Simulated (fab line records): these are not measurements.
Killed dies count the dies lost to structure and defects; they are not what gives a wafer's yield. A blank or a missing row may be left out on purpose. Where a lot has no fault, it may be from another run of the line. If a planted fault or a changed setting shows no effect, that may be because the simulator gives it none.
Matching of chambers :: flow nand-harc :: 4 sister chambers for NHARC_A_WL_FILL_STRIP_29 on rie-diel-11
The step strips in O2, time 20 s. 8 wafers are shown with their chamber, then 8 later ones without.

== WAFERS PAIRED WITH THEIR CHAMBERS ==
wafer: L602.4
chamber: 3
showerhead-plenum-p-Torr (Torr): 3.38
rf-vpp-V (V): 56.3

wafer: L606.4
chamber: 0
showerhead-plenum-p-Torr (Torr): 3.39
rf-vpp-V (V): 56.9

wafer: L606.5
chamber: 2
showerhead-plenum-p-Torr (Torr): 3.35
rf-vpp-V (V): 57.3

wafer: L611.3
chamber: 2
showerhead-plenum-p-Torr (Torr): 3.35
rf-vpp-V (V): 58.7

wafer: L616.1
chamber: 1
showerhead-plenum-p-Torr (Torr): 3.71
rf-vpp-V (V): 58.6

wafer: L616.5
chamber: 3
showerhead-plenum-p-Torr (Torr): 3.37
rf-vpp-V (V): 58.0

wafer: L616.6
chamber: 0
showerhead-plenum-p-Torr (Torr): 3.39
rf-vpp-V (V): 58.0

wafer: L618.1
chamber: 1
showerhead-plenum-p-Torr (Torr): 3.71
rf-vpp-V (V): 58.4

== WAFERS WHOSE CHAMBER IS MISSING ==
wafer: L618.3
showerhead-plenum-p-Torr (Torr): 3.39
rf-vpp-V (V): 57.6

wafer: L618.6
showerhead-plenum-p-Torr (Torr): 3.37
rf-vpp-V (V): 56.7

wafer: L619.3
showerhead-plenum-p-Torr (Torr): 3.35
rf-vpp-V (V): 57.0

wafer: L619.5
showerhead-plenum-p-Torr (Torr): 3.71
rf-vpp-V (V): 58.2

wafer: L619.6
showerhead-plenum-p-Torr (Torr): 3.39
rf-vpp-V (V): 56.9

wafer: L622.1
showerhead-plenum-p-Torr (Torr): 3.71
rf-vpp-V (V): 59.6

wafer: L622.2
showerhead-plenum-p-Torr (Torr): 3.35
rf-vpp-V (V): 58.4

wafer: L622.3
showerhead-plenum-p-Torr (Torr): 3.37
rf-vpp-V (V): 58.0

== THE CHAMBER EACH PASSED THROUGH ==
wafer: L618.3
from the rows above: 0
in truth: 0

wafer: L618.6
from the rows above: 3
in truth: 3

wafer: L619.3
from the rows above: 2
in truth: 2

wafer: L619.5
from the rows above: 1
in truth: 1

wafer: L619.6
from the rows above: 0
in truth: 0

wafer: L622.1
from the rows above: 1
in truth: 1

wafer: L622.2
from the rows above: 2
in truth: 2

wafer: L622.3
from the rows above: 3
in truth: 3
8 of 8 placed correctly. From these rows, 0 cannot be placed. Placed wrongly: 0.
How it was worked out, from the rows above alone: a wafer's distance from a chamber is the root of the sum, over the readings, of the square of ((its reading less the chamber's mean) divided by the reading's scatter). If the next closest chamber is less than 2 further off than the closest, the wafer can't be placed; otherwise it belongs to the closest. A chamber's mean is the mean of its shown wafers. The scatter: the root of (the sum of the squares of (reading less its chamber's mean) over the shown wafers, divided by (wafers less chambers)).
